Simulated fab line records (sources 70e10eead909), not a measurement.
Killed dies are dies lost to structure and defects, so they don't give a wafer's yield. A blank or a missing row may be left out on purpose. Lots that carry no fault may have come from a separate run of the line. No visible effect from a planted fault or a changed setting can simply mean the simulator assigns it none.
What tool caused it? || flow nandHarc || 72 wafers from 24 lots sampled at 4 of the route's 1302 steps

## WHAT THE GAUGES SHOWED, per wafer
NHARC_A_ZERO_WELL_INSPECT_17.
{"lot": "L074", "measured": "day 6 19:56", "on": "defectInspect-02", "rawDefectCount": "14 8 16"}
{"lot": "L075", "measured": "day 7 08:55", "on": "defectInspect-02", "rawDefectCount": "7 13 8"}
{"lot": "L076", "measured": "day 7 16:42", "on": "defectInspect-01", "rawDefectCount": "14 19 15"}
{"lot": "L077", "measured": "day 8 04:30", "on": "defectInspect-02", "rawDefectCount": "28 14 13"}
{"lot": "L078", "measured": "day 8 05:08", "on": "defectInspect-01", "rawDefectCount": "11 9 19"}
{"lot": "L079", "measured": "day 8 20:16", "on": "defectInspect-01", "rawDefectCount": "11 6 8"}
{"lot": "L080", "measured": "day 9 10:55", "on": "defectInspect-01", "rawDefectCount": "6 8 15"}
{"lot": "L081", "measured": "day 9 17:02", "on": "defectInspect-01", "rawDefectCount": "10 13 14"}
{"lot": "L082", "measured": "day 10 05:52", "on": "defectInspect-02", "rawDefectCount": "13 15 19"}
{"lot": "L083", "measured": "day 10 18:50", "on": "defectInspect-01", "rawDefectCount": "11 6 21"}
{"lot": "L084", "measured": "day 11 02:50", "on": "defectInspect-02", "rawDefectCount": "6 10 10"}
{"lot": "L085", "measured": "day 11 07:25", "on": "defectInspect-01", "rawDefectCount": "7 14 18"}
{"lot": "L086", "measured": "day 11 21:28", "on": "defectInspect-02", "rawDefectCount": "10 22 8"}
{"lot": "L087", "measured": "day 12 01:25", "on": "defectInspect-01", "rawDefectCount": "18 8 9"}
{"lot": "L088", "measured": "day 12 16:46", "on": "defectInspect-01", "rawDefectCount": "6 7 9"}
{"lot": "L089", "measured": "day 12 23:15", "on": "defectInspect-02", "rawDefectCount": "9 12 11"}
{"lot": "L090", "measured": "day 13 14:40", "on": "defectInspect-02", "rawDefectCount": "2 14 6"}
{"lot": "L091", "measured": "day 14 01:51", "on": "defectInspect-01", "rawDefectCount": "19 17 20"}
{"lot": "L092", "measured": "day 14 02:43", "on": "defectInspect-01", "rawDefectCount": "5 27 14"}
{"lot": "L093", "measured": "day 14 16:38", "on": "defectInspect-02", "rawDefectCount": "4 20 9"}
{"lot": "L094", "measured": "day 15 11:16", "on": "defectInspect-02", "rawDefectCount": "8 9 16"}
{"lot": "L095", "measured": "day 15 11:57", "on": "defectInspect-02", "rawDefectCount": "18 15 18"}
{"lot": "L096", "measured": "day 15 23:08", "on": "defectInspect-02", "rawDefectCount": "7 13 18"}
{"lot": "L097", "measured": "day 16 11:03", "on": "defectInspect-02", "rawDefectCount": "8 6 16"}

NHARC_A_ONON_D1_THK_MEAS_14: measures by ellipsometry.
{"lot": "L074", "measured": "day 7 18:13", "on": "filmMetro-01", "thkNm (nm)": "994 994 995"}
{"lot": "L075", "measured": "day 8 07:38", "on": "filmMetro-01", "thkNm (nm)": "1013 1010 1014"}
{"lot": "L076", "measured": "day 8 15:56", "on": "filmMetro-02", "thkNm (nm)": "998 995 997"}
{"lot": "L077", "measured": "day 9 03:05", "on": "filmMetro-02", "thkNm (nm)": "1010 1012 1011"}
{"lot": "L078", "measured": "day 9 03:16", "on": "filmMetro-02", "thkNm (nm)": "999 1000 1000"}
{"lot": "L079", "measured": "day 9 19:35", "on": "filmMetro-01", "thkNm (nm)": "1008 1008 1008"}
{"lot": "L080", "measured": "day 10 12:14", "on": "filmMetro-02", "thkNm (nm)": "1008 1008 1011"}
{"lot": "L081", "measured": "day 10 19:40", "on": "filmMetro-02", "thkNm (nm)": "1008 1007 1009"}
{"lot": "L082", "measured": "day 11 05:25", "on": "filmMetro-02", "thkNm (nm)": "999 997 996"}
{"lot": "L083", "measured": "day 11 18:46", "on": "filmMetro-02", "thkNm (nm)": "1003 1003 1002"}
{"lot": "L084", "measured": "day 12 01:00", "on": "filmMetro-02", "thkNm (nm)": "1008 1008 1011"}
{"lot": "L085", "measured": "day 12 06:11", "on": "filmMetro-02", "thkNm (nm)": "990 991 991"}
{"lot": "L086", "measured": "day 12 20:11", "on": "filmMetro-01", "thkNm (nm)": "996 996 997"}
{"lot": "L087", "measured": "day 13 02:45", "on": "filmMetro-02", "thkNm (nm)": "997 997 997"}
{"lot": "L088", "measured": "day 13 18:32", "on": "filmMetro-01", "thkNm (nm)": "1013 1013 1012"}
{"lot": "L089", "measured": "day 13 22:08", "on": "filmMetro-02", "thkNm (nm)": "985 984 984"}
{"lot": "L090", "measured": "day 14 18:20", "on": "filmMetro-01", "thkNm (nm)": "999 1000 1000"}
{"lot": "L091", "measured": "day 15 03:24", "on": "filmMetro-02", "thkNm (nm)": "1007 1004 1008"}
{"lot": "L092", "measured": "day 15 03:24", "on": "filmMetro-01", "thkNm (nm)": "1003 1001 1003"}
{"lot": "L093", "measured": "day 15 17:41", "on": "filmMetro-01", "thkNm (nm)": "995 993 995"}
{"lot": "L094", "measured": "day 16 11:18", "on": "filmMetro-01", "thkNm (nm)": "978 981 980"}
{"lot": "L095", "measured": "day 16 11:17", "on": "filmMetro-02", "thkNm (nm)": "999 1001 999"}
{"lot": "L096", "measured": "day 17 00:04", "on": "filmMetro-01", "thkNm (nm)": "988 990 990"}
{"lot": "L097", "measured": "day 17 12:44", "on": "filmMetro-02", "thkNm (nm)": "1019 1019 1019"}

## WHAT TOOL EACH LOT RAN ON (gives the tool, then ch and the chambers of the sampled wafers, and finally the start)
{"lot": "L074", "NHARC_P_BONDPAD_DESCUM_11": "rieDiel-10 ch 1,2,3, day 6 14:27", "NHARC_P_BONDPAD_PVD_27": "pvdSputter-02, day 6 19:56 or earlier"}
{"lot": "L075", "NHARC_P_BONDPAD_DESCUM_11": "rieDiel-11 ch 0,2,3, day 7 03:07", "NHARC_P_BONDPAD_PVD_27": "pvdSputter-02, day 7 08:55 or earlier"}
{"lot": "L076", "NHARC_P_BONDPAD_DESCUM_11": "rieDiel-06 ch 0,1,2, day 7 11:10", "NHARC_P_BONDPAD_PVD_27": "pvdSputter-02, day 7 16:42 or earlier"}
{"lot": "L077", "NHARC_P_BONDPAD_DESCUM_11": "rieDiel-10 ch 2,3, day 7 23:18", "NHARC_P_BONDPAD_PVD_27": "pvdSputter-01, day 8 04:30 or earlier"}
{"lot": "L078", "NHARC_P_BONDPAD_DESCUM_11": "rieDiel-11 ch 0,1,3, day 7 23:55", "NHARC_P_BONDPAD_PVD_27": "pvdSputter-03, day 8 05:08 or earlier"}
{"lot": "L079", "NHARC_P_BONDPAD_DESCUM_11": "rieDiel-06 ch 0,3, day 8 14:57", "NHARC_P_BONDPAD_PVD_27": "pvdSputter-01, day 8 20:16 or earlier"}
{"lot": "L080", "NHARC_P_BONDPAD_DESCUM_11": "rieDiel-10 ch 2,3, day 9 05:33", "NHARC_P_BONDPAD_PVD_27": "pvdSputter-03, day 9 10:55 or earlier"}
{"lot": "L081", "NHARC_P_BONDPAD_DESCUM_11": "rieDiel-11 ch 1,3, day 9 11:43", "NHARC_P_BONDPAD_PVD_27": "pvdSputter-01, day 9 17:02 or earlier"}
{"lot": "L082", "NHARC_P_BONDPAD_DESCUM_11": "rieDiel-06 ch 0,1,2, day 10 00:34", "NHARC_P_BONDPAD_PVD_27": "pvdSputter-02, day 10 05:52 or earlier"}
{"lot": "L083", "NHARC_P_BONDPAD_DESCUM_11": "rieDiel-11 ch 0,1,3, day 10 13:21", "NHARC_P_BONDPAD_PVD_27": "pvdSputter-02, day 10 18:50 or earlier"}
{"lot": "L084", "NHARC_P_BONDPAD_DESCUM_11": "rieDiel-10 ch 0,1,3, day 10 21:29", "NHARC_P_BONDPAD_PVD_27": "pvdSputter-02, day 11 02:50 or earlier"}
{"lot": "L085", "NHARC_P_BONDPAD_DESCUM_11": "rieDiel-11 ch 0,1,2, day 11 02:05", "NHARC_P_BONDPAD_PVD_27": "pvdSputter-02, day 11 07:25 or earlier"}
{"lot": "L086", "NHARC_P_BONDPAD_DESCUM_11": "rieDiel-06 ch 1,2,3, day 11 16:10", "NHARC_P_BONDPAD_PVD_27": "pvdSputter-03, day 11 21:28 or earlier"}
{"lot": "L087", "NHARC_P_BONDPAD_DESCUM_11": "rieDiel-06 ch 0,1,2, day 11 20:15", "NHARC_P_BONDPAD_PVD_27": "pvdSputter-03, day 12 01:25 or earlier"}
{"lot": "L088", "NHARC_P_BONDPAD_DESCUM_11": "rieDiel-06 ch 2,3, day 12 11:23", "NHARC_P_BONDPAD_PVD_27": "pvdSputter-02, day 12 16:46 or earlier"}
{"lot": "L089", "NHARC_P_BONDPAD_DESCUM_11": "rieDiel-06 ch 0,1, day 12 18:02", "NHARC_P_BONDPAD_PVD_27": "pvdSputter-01, day 12 23:15 or earlier"}
{"lot": "L090", "NHARC_P_BONDPAD_DESCUM_11": "rieDiel-11 ch 1,2, day 13 09:16", "NHARC_P_BONDPAD_PVD_27": "pvdSputter-03, day 13 14:40 or earlier"}
{"lot": "L091", "NHARC_P_BONDPAD_DESCUM_11": "rieDiel-10 ch 0,1,2, day 13 20:32", "NHARC_P_BONDPAD_PVD_27": "pvdSputter-01, day 14 01:51 or earlier"}
{"lot": "L092", "NHARC_P_BONDPAD_DESCUM_11": "rieDiel-10 ch 0,3, day 13 21:23", "NHARC_P_BONDPAD_PVD_27": "pvdSputter-02, day 14 02:43 or earlier"}
{"lot": "L093", "NHARC_P_BONDPAD_DESCUM_11": "rieDiel-11 ch 1,2, day 14 11:24", "NHARC_P_BONDPAD_PVD_27": "pvdSputter-03, day 14 16:38 or earlier"}
{"lot": "L094", "NHARC_P_BONDPAD_DESCUM_11": "rieDiel-11 ch 2,3, day 15 04:43", "NHARC_P_BONDPAD_PVD_27": "pvdSputter-03, day 15 11:16 or earlier"}
{"lot": "L095", "NHARC_P_BONDPAD_DESCUM_11": "rieDiel-06 ch 1,2, day 15 06:34", "NHARC_P_BONDPAD_PVD_27": "pvdSputter-01, day 15 11:57 or earlier"}
{"lot": "L096", "NHARC_P_BONDPAD_DESCUM_11": "rieDiel-10 ch 0,1,2, day 15 17:55", "NHARC_P_BONDPAD_PVD_27": "pvdSputter-01, day 15 23:08 or earlier"}
{"lot": "L097", "NHARC_P_BONDPAD_DESCUM_11": "rieDiel-11 ch 0,3, day 16 05:53", "NHARC_P_BONDPAD_PVD_27": "pvdSputter-01, day 16 11:03 or earlier"}
- NHARC_P_BONDPAD_DESCUM_11: chemistry O2, time 3 s.
- NHARC_P_BONDPAD_PVD_27: deposits Cu, target thk 30 nm, time 20.49 s.

## AS READ BY THE TOOLS THEMSELVES (means over the sampled wafers that have a number; for cases with no such wafer, the mark the record gives instead)
NHARC_P_BONDPAD_DESCUM_11.
{"lot": "L074", "tool": "rieDiel-10", "drypumpMotorCurrentA (A)": 5.5, "mfcArSccm (sccm)": 0.0000, "oesProductAu (a.u.)": 1.004, "rfVppV (V)": 58.9, "showerheadPlenumPTorr (Torr)": 1.91, "throttleValvePct (%)": 11.310}
{"lot": "L075", "tool": "rieDiel-11", "drypumpMotorCurrentA (A)": 5.5, "mfcArSccm (sccm)": 0.0000, "oesProductAu (a.u.)": 1.004, "rfVppV (V)": 57.7, "showerheadPlenumPTorr (Torr)": 1.87, "throttleValvePct (%)": 11.307}
{"lot": "L076", "tool": "rieDiel-06", "drypumpMotorCurrentA (A)": 5.3, "mfcArSccm (sccm)": 0.0000, "oesProductAu (a.u.)": 1.005, "rfVppV (V)": 58.2, "showerheadPlenumPTorr (Torr)": 1.84, "throttleValvePct (%)": 11.317}
{"lot": "L077", "tool": "rieDiel-10", "drypumpMotorCurrentA (A)": 5.5, "mfcArSccm (sccm)": 0.0000, "oesProductAu (a.u.)": 1.011, "rfVppV (V)": 57.3, "showerheadPlenumPTorr (Torr)": 1.84, "throttleValvePct (%)": 11.306}
{"lot": "L078", "tool": "rieDiel-11", "drypumpMotorCurrentA (A)": 5.9, "mfcArSccm (sccm)": 0.0024, "oesProductAu (a.u.)": 1.010, "rfVppV (V)": 57.4, "showerheadPlenumPTorr (Torr)": 1.91, "throttleValvePct (%)": 11.325}
{"lot": "L079", "tool": "rieDiel-06", "drypumpMotorCurrentA (A)": 5.2, "mfcArSccm (sccm)": 0.0000, "oesProductAu (a.u.)": 0.980, "rfVppV (V)": 56.9, "showerheadPlenumPTorr (Torr)": 1.86, "throttleValvePct (%)": 11.310}
{"lot": "L080", "tool": "rieDiel-10", "drypumpMotorCurrentA (A)": 5.5, "mfcArSccm (sccm)": 0.0000, "oesProductAu (a.u.)": 1.010, "rfVppV (V)": 57.6, "showerheadPlenumPTorr (Torr)": 1.84, "throttleValvePct (%)": 11.307}
{"lot": "L081", "tool": "rieDiel-11", "drypumpMotorCurrentA (A)": 6.3, "mfcArSccm (sccm)": 0.0049, "oesProductAu (a.u.)": 0.993, "rfVppV (V)": 58.1, "showerheadPlenumPTorr (Torr)": 1.97, "throttleValvePct (%)": 11.311}
{"lot": "L082", "tool": "rieDiel-06", "drypumpMotorCurrentA (A)": 5.3, "mfcArSccm (sccm)": 0.0000, "oesProductAu (a.u.)": 0.996, "rfVppV (V)": 57.7, "showerheadPlenumPTorr (Torr)": 1.84, "throttleValvePct (%)": 11.314}
{"lot": "L083", "tool": "rieDiel-11", "drypumpMotorCurrentA (A)": 6.0, "mfcArSccm (sccm)": 0.0024, "oesProductAu (a.u.)": 1.002, "rfVppV (V)": 57.9, "showerheadPlenumPTorr (Torr)": 1.91, "throttleValvePct (%)": 11.318}
{"lot": "L084", "tool": "rieDiel-10", "drypumpMotorCurrentA (A)": 5.7, "mfcArSccm (sccm)": 0.0000, "oesProductAu (a.u.)": 1.010, "rfVppV (V)": 58.0, "showerheadPlenumPTorr (Torr)": 1.95, "throttleValvePct (%)": 11.312}
{"lot": "L085", "tool": "rieDiel-11", "drypumpMotorCurrentA (A)": 5.6, "mfcArSccm (sccm)": 0.0024, "oesProductAu (a.u.)": 1.005, "rfVppV (V)": 57.8, "showerheadPlenumPTorr (Torr)": 1.93, "throttleValvePct (%)": 11.314}
{"lot": "L086", "tool": "rieDiel-06", "drypumpMotorCurrentA (A)": 5.8, "mfcArSccm (sccm)": 0.0000, "oesProductAu (a.u.)": 1.000, "rfVppV (V)": 57.3, "showerheadPlenumPTorr (Torr)": 1.85, "throttleValvePct (%)": 11.321}
{"lot": "L087", "tool": "rieDiel-06", "drypumpMotorCurrentA (A)": 5.3, "mfcArSccm (sccm)": 0.0000, "oesProductAu (a.u.)": 0.995, "rfVppV (V)": 57.5, "showerheadPlenumPTorr (Torr)": 1.84, "throttleValvePct (%)": 11.313}
{"lot": "L088", "tool": "rieDiel-06", "drypumpMotorCurrentA (A)": 5.7, "mfcArSccm (sccm)": 0.0000, "oesProductAu (a.u.)": 0.995, "rfVppV (V)": 57.5, "showerheadPlenumPTorr (Torr)": 1.85, "throttleValvePct (%)": 11.301}
{"lot": "L089", "tool": "rieDiel-06", "drypumpMotorCurrentA (A)": 5.0, "mfcArSccm (sccm)": 0.0000, "oesProductAu (a.u.)": 0.990, "rfVppV (V)": 57.7, "showerheadPlenumPTorr (Torr)": 1.84, "throttleValvePct (%)": 11.314}
{"lot": "L090", "tool": "rieDiel-11", "drypumpMotorCurrentA (A)": 5.5, "mfcArSccm (sccm)": 0.0024, "oesProductAu (a.u.)": 0.999, "rfVppV (V)": 57.8, "showerheadPlenumPTorr (Torr)": 1.94, "throttleValvePct (%)": 11.317}
{"lot": "L091", "tool": "rieDiel-10", "drypumpMotorCurrentA (A)": 5.6, "mfcArSccm (sccm)": 0.0000, "oesProductAu (a.u.)": 1.004, "rfVppV (V)": 57.7, "showerheadPlenumPTorr (Torr)": 1.97, "throttleValvePct (%)": 11.312}
{"lot": "L092", "tool": "rieDiel-10", "drypumpMotorCurrentA (A)": 5.7, "mfcArSccm (sccm)": 0.0000, "oesProductAu (a.u.)": 1.002, "rfVppV (V)": 57.1, "showerheadPlenumPTorr (Torr)": 1.88, "throttleValvePct (%)": 11.306}
{"lot": "L093", "tool": "rieDiel-11", "drypumpMotorCurrentA (A)": 5.9, "mfcArSccm (sccm)": 0.0049, "oesProductAu (a.u.)": 1.002, "rfVppV (V)": 58.1, "showerheadPlenumPTorr (Torr)": 1.99, "throttleValvePct (%)": 11.304}
{"lot": "L094", "tool": "rieDiel-11", "drypumpMotorCurrentA (A)": 5.7, "mfcArSccm (sccm)": 0.0000, "oesProductAu (a.u.)": 1.000, "rfVppV (V)": 57.7, "showerheadPlenumPTorr (Torr)": 1.87, "throttleValvePct (%)": 11.314}
{"lot": "L095", "tool": "rieDiel-06", "drypumpMotorCurrentA (A)": 5.6, "mfcArSccm (sccm)": 0.0000, "oesProductAu (a.u.)": 0.993, "rfVppV (V)": 57.9, "showerheadPlenumPTorr (Torr)": 1.83, "throttleValvePct (%)": 11.323}
{"lot": "L096", "tool": "rieDiel-10", "drypumpMotorCurrentA (A)": 5.6, "mfcArSccm (sccm)": 0.0000, "oesProductAu (a.u.)": 1.005, "rfVppV (V)": 59.1, "showerheadPlenumPTorr (Torr)": 1.97, "throttleValvePct (%)": 11.313}
{"lot": "L097", "tool": "rieDiel-11", "drypumpMotorCurrentA (A)": 5.8, "mfcArSccm (sccm)": 0.0000, "oesProductAu (a.u.)": 1.000, "rfVppV (V)": 57.7, "showerheadPlenumPTorr (Torr)": 1.85, "throttleValvePct (%)": 11.323}

NHARC_P_BONDPAD_PVD_27.
{"lot": "L074", "tool": "pvdSputter-02", "throttleValvePct (%)": 30.5}
{"lot": "L075", "tool": "pvdSputter-02", "throttleValvePct (%)": 30.1}
{"lot": "L076", "tool": "pvdSputter-02", "throttleValvePct (%)": 30.1}
{"lot": "L077", "tool": "pvdSputter-01", "throttleValvePct (%)": 29.1}
{"lot": "L078", "tool": "pvdSputter-03", "throttleValvePct (%)": 29.3}
{"lot": "L079", "tool": "pvdSputter-01", "throttleValvePct (%)": 29.0}
{"lot": "L080", "tool": "pvdSputter-03", "throttleValvePct (%)": 30.0}
{"lot": "L081", "tool": "pvdSputter-01", "throttleValvePct (%)": 28.8}
{"lot": "L082", "tool": "pvdSputter-02", "throttleValvePct (%)": 30.1}
{"lot": "L083", "tool": "pvdSputter-02", "throttleValvePct (%)": 29.8}
{"lot": "L084", "tool": "pvdSputter-02", "throttleValvePct (%)": 29.9}
{"lot": "L085", "tool": "pvdSputter-02", "throttleValvePct (%)": 30.0}
{"lot": "L086", "tool": "pvdSputter-03", "throttleValvePct (%)": 29.9}
{"lot": "L087", "tool": "pvdSputter-03", "throttleValvePct (%)": 30.0}
{"lot": "L088", "tool": "pvdSputter-02", "throttleValvePct (%)": 29.8}
{"lot": "L089", "tool": "pvdSputter-01", "throttleValvePct (%)": 28.7}
{"lot": "L090", "tool": "pvdSputter-03", "throttleValvePct (%)": 30.1}
{"lot": "L091", "tool": "pvdSputter-01", "throttleValvePct (%)": 28.8}
{"lot": "L092", "tool": "pvdSputter-02", "throttleValvePct (%)": 29.4}
{"lot": "L093", "tool": "pvdSputter-03", "throttleValvePct (%)": 30.2}
{"lot": "L094", "tool": "pvdSputter-03", "throttleValvePct (%)": 29.8}
{"lot": "L095", "tool": "pvdSputter-01", "throttleValvePct (%)": 29.0}
{"lot": "L096", "tool": "pvdSputter-01", "throttleValvePct (%)": 28.6}
{"lot": "L097", "tool": "pvdSputter-01", "throttleValvePct (%)": 28.0}

## THE ANSWER, worked out from the rows above alone
Rule: the lots themselves supply what counts as usual. Put in order of their means at a reading, lots are off if they are a third of the lots or fewer, leave a main group of 4 or more, and stand apart from it by a gap of 3 or more times the standard deviation of the main group's means; of several such gaps the widest counts. The tables above print the reading to a certain number of digits; a main group whose means all agree to those digits is not used. Also off: a lot with no number at a reading for which 4 or more lots have one. Any other lot the step has rows for is counted as sound. The gauges are gone through in route order, then the tools' own readings, and for those a lot's mean is taken as printed above. The first step at which some lot is off is used, and at that step the reading that is off furthest; a lot without a number counts as furthest.
None of the lots is off at any reading shown; this tells nothing.

## WHAT HAD BEEN PUT IN BY THE SIMULATOR
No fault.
